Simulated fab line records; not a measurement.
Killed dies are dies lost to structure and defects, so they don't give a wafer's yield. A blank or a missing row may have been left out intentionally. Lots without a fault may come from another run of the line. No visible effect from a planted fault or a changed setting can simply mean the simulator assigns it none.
The same fault as seen by 3 desks    flow n5_finfet    every desk sees just its own numbers, and what lay behind them comes last

== THE DEFECT DESK ==
Lot by lot, what the route's inspections counted, given as the mean of those sampled wafers with a number. The brackets show how far a lot's mean lies from the usual mean; more than 4 standard deviations puts the lot out of limits, marked OUT.
Columns: A = raw_defect_count at N5_ILD0_INSPECT_06, usual 41
lot   first seen here  A
L175  day 4 01:34      63
L176  day 4 13:59      34
L179  day 5 02:11      30
L182  day 5 18:11      37
L186  day 6 23:59      29
L189  day 7 09:17      55
L191  day 7 23:21      50
L192  day 8 09:19      78
L194  day 8 23:46      40
L195  day 9 03:26      25
This desk's finding: nothing out of limits on any of the 10 lots.

== TOOL OWNER'S DESK, litho_track-04 ==
The tool's own readings at N5_SDB_COAT_04 (time 60 s, resist thk 18 nm): means of the sampled wafers that have a number, for each lot that ran on this tool. The brackets show how far a lot's mean lies from the usual mean; more than 4 standard deviations puts the lot out of limits, marked OUT.
Columns: A = exhaust_pa at N5_SDB_COAT_04, usual 45.0 Pa; B = heater_power_total_W at N5_SDB_COAT_04, usual 427.6 W; C = run_length_s at N5_SDB_COAT_04, usual 65.83 s
lot   first seen here  A     B                 C
L175  day 4 01:42      44.9  427.8             65.70
L179  day 5 02:19      46.1  429.4             65.65
L192  day 8 09:26      45.2  434.5             64.02 (-12) OUT
L194  day 8 23:53      45.8  434.5             64.06 (-12) OUT
L195  day 9 03:34      43.7  437.0 (+4.5) OUT  63.97 (-12) OUT
This desk finds L192, L194, L195 out of limits, L192 being first, at day 8 09:26 (run_length_s at N5_SDB_COAT_04). Within limits: L175, L179.

== THE METROLOGY DESK ==
Means of the sampled wafers that have a number, per lot and without regard to the tool the lot ran on: this is what the gauges read. The brackets show how far a lot's mean lies from the usual mean; more than 4 standard deviations puts the lot out of limits, marked OUT. 7 of its 11 readings are shown, namely those furthest out on some lot.
Columns: A = DIBL_N at N5_BEOL_M4_RC_MEAS_101, usual 35.7 mV/V; B = DIBL_P at N5_BEOL_M4_RC_MEAS_101, usual 35.7 mV/V; C = IOFF_P at N5_BEOL_M4_RC_MEAS_101, usual 0.20 nA/um; D = ION_P at N5_BEOL_M4_RC_MEAS_101, usual 462 uA/um; E = SS_P at N5_BEOL_M4_RC_MEAS_101, usual 73.1 mV/dec; F = VT_N at N5_BEOL_M4_RC_MEAS_101, usual 250 mV; G = VT_P at N5_BEOL_M4_RC_MEAS_101, usual -251 mV
lot   first seen here  A     B     C     D    E     F    G
L175  day 3 22:20      37.1  37.3  0.23  469  73.4  246  -248
L176  day 4 10:33      34.6  34.8  0.21  465  72.6  248  -249
L179  day 4 21:40      32.8  32.7  0.17  455  72.3  251  -253
L182  day 5 14:44      36.5  35.2  0.21  460  73.3  253  -248
L186  day 6 20:45      35.0  35.3  0.22  473  73.4  248  -248
L189  day 7 06:03      37.2  37.3  0.22  459  73.0  251  -249
L191  day 7 20:07      36.1  37.0  0.22  467  73.0  246  -249
L192  day 8 06:02      33.8  34.5  0.15  452  72.9  252  -256
L194  day 8 19:52      34.1  34.6  0.18  456  72.6  252  -254
L195  day 9 00:12      35.0  34.7  0.20  463  72.8  249  -250
This desk's finding: nothing out of limits on any of the 10 lots.

== TAKEN TOGETHER ==
At day 8 09:26, on L192, L194, L195, the tool owner's desk was in a position to raise an alarm.
Nothing the defect desk looked at was out of limits.
From the metrology desk's view, nothing was out of limits.
The defect desk has L192, L194, L195 on record, within its limits.
The metrology desk holds a record of L192, L194, L195, inside its limits.
N5_SDB_COAT_04 was run on litho_track-04 by each of the lots named.

== WHAT THE SIMULATOR PUT IN ==
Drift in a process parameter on litho_track-04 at N5_SDB_COAT_04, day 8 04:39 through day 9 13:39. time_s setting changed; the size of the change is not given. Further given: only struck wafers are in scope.
Shown lots that were struck: L192, L194, L195.
Hours from the fault's start to each desk's first reading out of limits: the tool owner's desk, 5.
